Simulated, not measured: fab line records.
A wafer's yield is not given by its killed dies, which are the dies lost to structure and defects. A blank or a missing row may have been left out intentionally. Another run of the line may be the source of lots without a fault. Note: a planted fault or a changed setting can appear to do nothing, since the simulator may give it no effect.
Matching of chambers / flow n5 finfet / 4 sister chambers for N5_BEOL_M15_ETCH_59 on rie diel-01
The step etches BARC in N2/H2, target depth 89 nm, overetch 26.7 nm, time 67.9 s. 20 wafers are shown with their chamber, then 10 later ones without.

## WAFERS WITH THEIR CHAMBER
wafer=L074.3; chamber=3; showerhead plenum p Torr (Torr)=2.62; drypump motor current A (A)=5.8; throttle valve pct (%)=17.93
wafer=L074.4; chamber=2; showerhead plenum p Torr (Torr)=2.43; drypump motor current A (A)=6.4; throttle valve pct (%)=17.75
wafer=L074.5; chamber=2; showerhead plenum p Torr (Torr)=2.43; drypump motor current A (A)=6.4; throttle valve pct (%)=17.75
wafer=L077.3; chamber=0; showerhead plenum p Torr (Torr)=2.67; drypump motor current A (A)=5.5; throttle valve pct (%)=17.96
wafer=L077.5; chamber=2; showerhead plenum p Torr (Torr)=2.42; drypump motor current A (A)=6.4; throttle valve pct (%)=17.78
wafer=L077.6; chamber=3; showerhead plenum p Torr (Torr)=2.62; drypump motor current A (A)=5.7; throttle valve pct (%)=17.98
wafer=L084.1; chamber=2; showerhead plenum p Torr (Torr)=2.42; drypump motor current A (A)=6.4; throttle valve pct (%)=17.79
wafer=L084.3; chamber=0; showerhead plenum p Torr (Torr)=2.67; drypump motor current A (A)=5.5; throttle valve pct (%)=17.96
wafer=L084.4; chamber=1; showerhead plenum p Torr (Torr)=2.63; drypump motor current A (A)=6.3; throttle valve pct (%)=17.46
wafer=L086.1; chamber=2; showerhead plenum p Torr (Torr)=2.42; drypump motor current A (A)=6.4; throttle valve pct (%)=17.80
wafer=L086.3; chamber=3; showerhead plenum p Torr (Torr)=2.61; drypump motor current A (A)=5.8; throttle valve pct (%)=17.98
wafer=L086.5; chamber=0; showerhead plenum p Torr (Torr)=2.67; drypump motor current A (A)=5.5; throttle valve pct (%)=18.00
wafer=L089.1; chamber=0; showerhead plenum p Torr (Torr)=2.67; drypump motor current A (A)=5.5; throttle valve pct (%)=17.98
wafer=L089.4; chamber=1; showerhead plenum p Torr (Torr)=2.62; drypump motor current A (A)=6.3; throttle valve pct (%)=17.47
wafer=L089.5; chamber=0; showerhead plenum p Torr (Torr)=2.67; drypump motor current A (A)=5.5; throttle valve pct (%)=17.97
wafer=L090.1; chamber=0; showerhead plenum p Torr (Torr)=2.67; drypump motor current A (A)=5.5; throttle valve pct (%)=18.00
wafer=L090.2; chamber=1; showerhead plenum p Torr (Torr)=2.62; drypump motor current A (A)=6.3; throttle valve pct (%)=17.48
wafer=L090.5; chamber=0; showerhead plenum p Torr (Torr)=2.67; drypump motor current A (A)=5.5; throttle valve pct (%)=18.01
wafer=L093.1; chamber=2; showerhead plenum p Torr (Torr)=2.41; drypump motor current A (A)=6.3; throttle valve pct (%)=17.81
wafer=L093.3; chamber=1; showerhead plenum p Torr (Torr)=2.62; drypump motor current A (A)=6.3; throttle valve pct (%)=17.49

SIGNATURES (averages over the wafers above)
reading=showerhead plenum p Torr; chamber 0=2.6700; chamber 1=2.6225; chamber 2=2.4217; chamber 3=2.6167; scatter within a chamber=0.00515
reading=drypump motor current A; chamber 0=5.500; chamber 1=6.300; chamber 2=6.383; chamber 3=5.767; scatter within a chamber=0.0306
reading=throttle valve pct; chamber 0=17.9829; chamber 1=17.4750; chamber 2=17.7800; chamber 3=17.9633; scatter within a chamber=0.0222
Rule: distance of a wafer from a chamber = root of the sum over the readings of ((wafer's reading minus chamber's mean) / reading's scatter) squared. The wafer belongs to the nearest chamber; if the next one is less than 2 further off, it can't be placed. The scatter: the root of (the sum of the squares of (reading less its chamber's mean) over the shown wafers, divided by (wafers less chambers)).

## WAFERS MISSING THEIR CHAMBER
wafer=L093.6; showerhead plenum p Torr (Torr)=2.41; drypump motor current A (A)=6.4; throttle valve pct (%)=17.82
wafer=L095.1; showerhead plenum p Torr (Torr)=2.62; drypump motor current A (A)=6.3; throttle valve pct (%)=17.49
wafer=L095.3; showerhead plenum p Torr (Torr)=2.41; drypump motor current A (A)=6.4; throttle valve pct (%)=17.82
wafer=L095.4; showerhead plenum p Torr (Torr)=2.61; drypump motor current A (A)=5.7; throttle valve pct (%)=17.55
wafer=L094.2; showerhead plenum p Torr (Torr)=2.41; drypump motor current A (A)=6.4; throttle valve pct (%)=17.81
wafer=L094.3; showerhead plenum p Torr (Torr)=2.61; drypump motor current A (A)=5.7; throttle valve pct (%)=17.55
wafer=L094.5; showerhead plenum p Torr (Torr)=2.62; drypump motor current A (A)=6.3; throttle valve pct (%)=17.51
wafer=L096.1; showerhead plenum p Torr (Torr)=2.60; drypump motor current A (A)=5.7; throttle valve pct (%)=17.57
wafer=L096.3; showerhead plenum p Torr (Torr)=2.41; drypump motor current A (A)=6.4; throttle valve pct (%)=17.84
wafer=L096.5; showerhead plenum p Torr (Torr)=2.41; drypump motor current A (A)=6.4; throttle valve pct (%)=17.83

## WHICH CHAMBER EACH ONE RAN IN
wafer=L093.6; from the rows above=2; in truth=2
wafer=L095.1; from the rows above=1; in truth=1
wafer=L095.3; from the rows above=2; in truth=2
wafer=L095.4; from the rows above=can't be placed: 3 or 1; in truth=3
wafer=L094.2; from the rows above=2; in truth=2
wafer=L094.3; from the rows above=can't be placed: 3 or 1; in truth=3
wafer=L094.5; from the rows above=1; in truth=1
wafer=L096.1; from the rows above=3; in truth=3
wafer=L096.3; from the rows above=2; in truth=2
wafer=L096.5; from the rows above=2; in truth=2
Correct placement for 8 of the 10. From these rows, 2 cannot be placed; in 2 the true chamber is one of the candidates. 0 placed wrongly.
